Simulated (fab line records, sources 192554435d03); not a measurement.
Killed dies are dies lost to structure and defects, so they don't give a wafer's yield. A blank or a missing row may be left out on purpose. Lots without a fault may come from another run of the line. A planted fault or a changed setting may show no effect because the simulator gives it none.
Chamber matching | flow n5_finfet | N5_BEOL_M7_ETCH_72 on rie_diel-03: 4 sister chambers
The step etches underlayer in N2/H2, target depth 6.5 nm, time 5.2 s. 8 wafers are shown with their chamber, then 8 later ones without.

WAFERS WITH THEIR CHAMBER
wafer  | chamber | drypump_motor_current_A (A) | showerhead_plenum_p_Torr (Torr)
L078.3 | 2       | 5.71                        | 2.63
L085.2 | 3       | 5.77                        | 2.70
L085.6 | 2       | 5.74                        | 2.62
L091.5 | 1       | 5.61                        | 2.43
L093.1 | 0       | 6.27                        | 2.51
L093.3 | 1       | 5.60                        | 2.43
L093.4 | 3       | 5.78                        | 2.69
L095.1 | 0       | 6.30                        | 2.51

WAFERS WITHOUT THEIR CHAMBER
wafer  | drypump_motor_current_A (A) | showerhead_plenum_p_Torr (Torr)
L095.2 | 5.73                        | 2.61
L095.3 | 5.60                        | 2.42
L094.2 | 5.75                        | 2.61
L094.3 | 6.27                        | 2.51
L094.6 | 5.80                        | 2.69
L097.2 | 5.80                        | 2.69
L097.4 | 5.72                        | 2.61
L097.5 | 5.57                        | 2.42

WHICH CHAMBER EACH WENT THROUGH
wafer  | from the rows above | in truth
L095.2 | 2                   | 2
L095.3 | 1                   | 1
L094.2 | 2                   | 2
L094.3 | 0                   | 0
L094.6 | 3                   | 3
L097.2 | 3                   | 3
L097.4 | 2                   | 2
L097.5 | 1                   | 1
Placed correctly: 8 of 8. Can't be placed from these rows: 0. Placed wrongly: 0.
How it was worked out, from the rows above alone: a wafer's distance from a chamber is the root of the sum, over the readings, of the square of ((its reading less the chamber's mean) divided by the reading's scatter). The wafer belongs to the nearest chamber; if the next one is less than 2 further off, it can't be placed. A chamber's mean is the mean of its shown wafers. The scatter: the root of (the sum of the squares of (reading less its chamber's mean) over the shown wafers, divided by (wafers less chambers)).
